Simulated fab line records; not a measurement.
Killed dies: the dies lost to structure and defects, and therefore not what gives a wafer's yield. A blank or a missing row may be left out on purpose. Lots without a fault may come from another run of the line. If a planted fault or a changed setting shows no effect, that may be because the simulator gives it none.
Lot-split experiment | flow n5Finfet | 21 wafers read from 7 lots, route of 1938 steps

SPLIT DETAILS
At N5_FIN_CUT_CUT_ETCH_26 (etches SiNx in CH3F/O2, target depth 39 nm, time 55.7 s), the setting sourceW was moved away from the recipe's 395 W on 4 of the 21 wafers read, by -16.2% to +16.9%. The other wafers ran this setting at the recipe's value.

Reading taken at the split's own step.

THE READING
rfVppV, in V, at N5_FIN_CUT_CUT_ETCH_26 (etches SiNx in CH3F/O2, target depth 39 nm, time 55.7 s). Typical for fault-free wafers on this fab line: 298 V, with standard deviation 5 V.

wafer  | tool, chamber at the split | sourceW as run, W | against the recipe | rfVppV, V | against lot-mates on the recipe
L075.1 | rieDiel-06, 2              | 395               | recipe             | 302       | -
L075.4 | rieDiel-06, 3              | 429.4             | +8.7%              | 296       | -8
L075.5 | rieDiel-06, 3              | 395               | recipe             | 306       | -
L080.1 | rieDiel-02, 3              | 395               | recipe             | 294       | -
L080.3 | rieDiel-02, 2              | 395               | recipe             | 295       | -
L080.5 | rieDiel-02, 3              | 395               | recipe             | 292       | -
L083.3 | rieDiel-05, 2              | 395               | recipe             | 290       | -
L083.5 | rieDiel-05, 3              | 395               | recipe             | 294       | -
L083.6 | rieDiel-05, 2              | 395               | recipe             | 290       | -
L084.1 | rieDiel-02, 3              | 395               | recipe             | 292       | -
L084.2 | rieDiel-02, 1              | 395               | recipe             | 298       | -
L084.3 | rieDiel-02, 2              | 331               | -16.2%             | 320       | +25
L088.1 | rieDiel-02, 2              | 395               | recipe             | 293       | -
L088.3 | rieDiel-02, 3              | 395               | recipe             | 293       | -
L088.4 | rieDiel-02, 1              | 362               | -8.4%              | 311       | +18
L090.3 | rieDiel-05, 3              | 395               | recipe             | 295       | -
L090.4 | rieDiel-05, 1              | 395               | recipe             | 298       | -
L090.6 | rieDiel-05, 3              | 461.8             | +16.9%             | 276       | -20
L093.1 | rieDiel-06, 2              | 395               | recipe             | 301       | -
L093.3 | rieDiel-06, 0              | 395               | recipe             | 301       | -
L093.6 | rieDiel-06, 3              | 395               | recipe             | 306       | -

THE FIT
A straight line over all 21 wafers: rfVppV changes by -1.23 V for each +1% of sourceW; r = -0.81; the points scatter about the line by 5.3 V.
The same after taking each lot's own level away (the mean of its wafers on the recipe; 21 wafers): -1.4 V for each +1%; r = -0.96; scatter 2.5 V.
That fit puts the effect of the largest move of sourceW on the reading at 24 V.
The lots' own levels span 291.3 to 304.0 V, that is 2.5 times the standard deviation above.
Hence the slope depends on the lot-to-lot level, as the two fits are not the same.
Check: -25 V against its lot-mates is what the line predicts for one of the wafers moved furthest among these (+16.9%) when that wafer is left out of the fit. Against them it came out at -20.5 V.
Tool readings at the split's step, against how far the setting was moved: rfVppV r = -0.81.

THE OTHER SPLITS THESE WAFERS WENT THROUGH
Note: prior to the reading, these wafers also went through further splits. Each is held against what the fit with the lots' levels taken away leaves over:
other split on the same wafers          | wafers away from the commonest value | r with rfVppV (lot level and that fit taken away)
N5_PMOS_HMC_CHANNEL_EPI_COAT_31 spinRpm | 6                                    | +0.23
N5_FIN_SAQP_PECVD_06 timeS              | 7                                    | +0.13
N5_FIN_SAQP_HM_DEP_72 timeS             | 6                                    | -0.19

THE FILE'S OWN FIT
rfVppV changes by -1.4 V for each +1% of sourceW, r = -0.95.
